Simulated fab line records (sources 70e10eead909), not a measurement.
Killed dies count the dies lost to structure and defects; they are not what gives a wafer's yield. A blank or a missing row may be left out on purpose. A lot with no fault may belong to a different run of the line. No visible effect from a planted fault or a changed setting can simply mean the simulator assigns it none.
Matching of chambers    flow nand harc    NHARC_A_CHANNEL_FILL_D1_ETCHBACK_20 on rie diel-05 has 4 sister chambers
The step etches the open film in C4F8/O2/Ar, target depth 27 nm, time 13.5 s. 14 wafers are shown with their chamber, then 6 later ones without.

WAFERS, EACH WITH ITS CHAMBER
wafer   chamber  rf vpp V (V)  oes product au (a.u.)
L677.2  1        971           0.99
L677.5  0        986           1.00
L677.6  1        970           0.99
L688.2  2        973           0.99
L688.4  3        976           0.99
L688.5  2        974           0.98
L691.1  1        970           0.92
L691.2  3        977           0.91
L691.5  3        979           0.91
L693.1  2        975           0.92
L693.3  1        972           0.91
L693.5  1        970           0.92
L695.2  3        977           0.92
L695.5  2        972           0.91

SIGNATURES (means of the wafers above)
reading         chamber 0  chamber 1  chamber 2  chamber 3  scatter within a chamber
rf vpp V        986.00     970.60     973.50     977.25     1.14
oes product au  1.0000     0.9460     0.9500     0.9325     0.04
Rule: a wafer lies at a distance from a chamber equal to the root of the sum of squares, over the readings, of (its reading less the chamber's mean, divided by the reading's scatter). The wafer belongs to the nearest chamber; if the next one is less than 2 further off, it can't be placed. The scatter is the square root of a quotient: the sum, over the shown wafers, of each reading's squared deviation from its chamber's mean, divided by wafers minus chambers.

WAFERS WHOSE CHAMBER IS MISSING
wafer   rf vpp V (V)  oes product au (a.u.)
L697.1  985           0.99
L697.4  971           0.99
L697.5  974           1.00
L698.2  986           0.96
L698.3  977           0.95
L698.6  978           0.95

CHAMBER TAKEN BY EACH
wafer   from the rows above           in truth
L697.1  0                             0
L697.4  can't be placed: 1 or 2       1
L697.5  can't be placed: 2 or 1 or 3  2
L698.2  0                             0
L698.3  3                             3
L698.6  3                             3
4 of 6 placed correctly. Cannot be placed on the basis of these rows: 2; the candidates contain the true chamber in 2. 0 placed wrongly.
